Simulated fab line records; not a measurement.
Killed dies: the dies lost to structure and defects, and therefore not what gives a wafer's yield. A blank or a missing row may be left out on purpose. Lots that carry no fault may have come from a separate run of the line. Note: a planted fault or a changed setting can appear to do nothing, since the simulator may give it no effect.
Chamber matching + flow n5-finfet + 4 sister chambers for N5_BEOL_M10_STRIP_67 on rie-diel-05
The step strips in CF4. 4 wafers are shown with their chamber, then 7 later ones without.

WAFERS, EACH WITH ITS CHAMBER
| wafer  | chamber | drypump-motor-current-A (A) |
|--------|---------|-----------------------------|
| L083.2 | 2       | 5.9                         |
| L083.5 | 3       | 5.7                         |
| L087.1 | 1       | 5.5                         |
| L087.2 | 0       | 4.9                         |

WAFERS WITH NO CHAMBER GIVEN
| wafer  | drypump-motor-current-A (A) |
|--------|-----------------------------|
| L087.6 | 5.0                         |
| L092.2 | 5.0                         |
| L092.5 | 5.0                         |
| L092.6 | 5.5                         |
| L097.4 | 5.5                         |
| L097.5 | 5.0                         |
| L097.6 | 5.7                         |

CHAMBER TAKEN BY EACH
| wafer  | from the rows above | in truth |
|--------|---------------------|----------|
| L087.6 | 0                   | 0        |
| L092.2 | 0                   | 0        |
| L092.5 | 0                   | 0        |
| L092.6 | 1                   | 1        |
| L097.4 | 1                   | 1        |
| L097.5 | 0                   | 0        |
| L097.6 | 3                   | 3        |
Correctly placed: 7 of 7. Can't be placed from these rows: 0. 0 placed wrongly.
How it was worked out, from the rows above alone: a wafer's distance from a chamber is the root of the sum, over the readings, of the square of ((its reading less the chamber's mean) divided by the reading's scatter). If the next closest chamber is less than 2 further off than the closest, the wafer can't be placed; otherwise it belongs to the closest. Each chamber's mean is taken over the wafers shown for it. The scatter (one wafer shown for each chamber): square how far every hidden wafer sits from the nearest shown wafer, average those squares and take the square root.
